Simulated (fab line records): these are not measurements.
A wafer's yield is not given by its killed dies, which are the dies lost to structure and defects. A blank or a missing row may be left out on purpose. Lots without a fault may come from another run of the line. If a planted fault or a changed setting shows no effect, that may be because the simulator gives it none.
Which tool is to blame? | flow nandHarc | 17 wafers from 6 lots sampled at 5 of the route's 1302 steps

## WHAT THE GAUGES SHOWED, per wafer
NHARC_END_SORT_01.
lot  | measured     | on        | killedAtPeriphery
L650 | day 26 02:43 | prober-01 | 4 1 3
L652 | day 26 21:58 | prober-02 | 4 1 4
L657 | day 29 07:17 | prober-01 | 3 6 5
L659 | day 30 07:57 | prober-01 | 7 387 350
L662 | day 32 07:38 | prober-02 | 5 361
L668 | day 33 13:04 | prober-02 | 7 6 3

## WHICH TOOL RAN EACH LOT (tool, then ch and the chambers of the sampled wafers, then the start)
lot  | NHARC_P_GATE_RTA_82             | NHARC_P_CONTACT_CMP_01        | NHARC_P_CONTACT_ETCH_36           | NHARC_P_CONTACT_STRIP_28
L650 | rtpAnneal-01 ch 0, day 7 18:30  | cmp-04 ch 0,2,3, day 7 19:25  | rieDiel-13 ch 0,1,2, day 7 20:33  | rieDiel-12 ch 2,3, day 7 21:18
L652 | rtpAnneal-01 ch 0, day 8 05:28  | cmp-01 ch 0,2, day 8 06:26    | rieDiel-12 ch 0,2,3, day 8 07:34  | rieDiel-10 ch 1,2, day 8 08:17
L657 | rtpAnneal-02 ch 0, day 10 13:04 | cmp-01 ch 0,1,3, day 10 14:17 | rieDiel-12 ch 1,2, day 10 15:31   | rieDiel-12 ch 1,2, day 10 16:25
L659 | rtpAnneal-01 ch 0, day 11 14:56 | cmp-04 ch 0,1,3, day 11 16:11 | rieDiel-13 ch 2,3, day 11 17:20   | rieDiel-10 ch 0,2, day 11 18:07
L662 | rtpAnneal-02 ch 0, day 13 04:02 | cmp-01 ch 1,2, day 13 05:15   | rieDiel-13 ch 0,3, day 13 06:25   | rieDiel-10 ch 1, day 13 07:10
L668 | rtpAnneal-01 ch 0, day 14 21:14 | cmp-01 ch 0,1,2, day 14 22:11 | rieDiel-10 ch 1,2,3, day 14 23:25 | rieDiel-13 ch 1,2,3, day 15 00:09
- NHARC_P_GATE_RTA_82: time 30 s.
- NHARC_P_CONTACT_CMP_01: polishes SiO2, target thk 200 nm.
- NHARC_P_CONTACT_ETCH_36: etches the open film in N2/H2, target depth 260 nm, time 406.25 s.
- NHARC_P_CONTACT_STRIP_28: strips in O2.

## THE ANSWER, worked out from the rows above alone
Rule: what is usual is taken from the lots themselves. The widest of any qualifying gaps counts: lots, ordered by their means at a reading, are off when they make up no more than a third of the lots, leave a main group of 4 or more, and stand apart from it by 3 or more times the standard deviation of that group's means. Not used: any main group whose means are identical at the precision the tables above print for the reading. A lot without any number at a reading at which 4 lots or more have one is off too. Where the step has rows for the other lots, those lots are counted as sound.
Off: L659, L662, at NHARC_END_SORT_01 (killedAtPeriphery). The main group has a mean of 3.9 with a standard deviation of 1.1.
A tool fits if, at a process step before that reading, it ran every lot that is off, and no sound lot after the first of them. Gauges at NHARC_END_SORT_01: tried the same way as those tools. 2 tools fit, rieDiel-13 at NHARC_P_CONTACT_ETCH_36 and rieDiel-10 at NHARC_P_CONTACT_STRIP_28, so this cannot tell which one it is.

## WHAT HAD BEEN PUT IN BY THE SIMULATOR
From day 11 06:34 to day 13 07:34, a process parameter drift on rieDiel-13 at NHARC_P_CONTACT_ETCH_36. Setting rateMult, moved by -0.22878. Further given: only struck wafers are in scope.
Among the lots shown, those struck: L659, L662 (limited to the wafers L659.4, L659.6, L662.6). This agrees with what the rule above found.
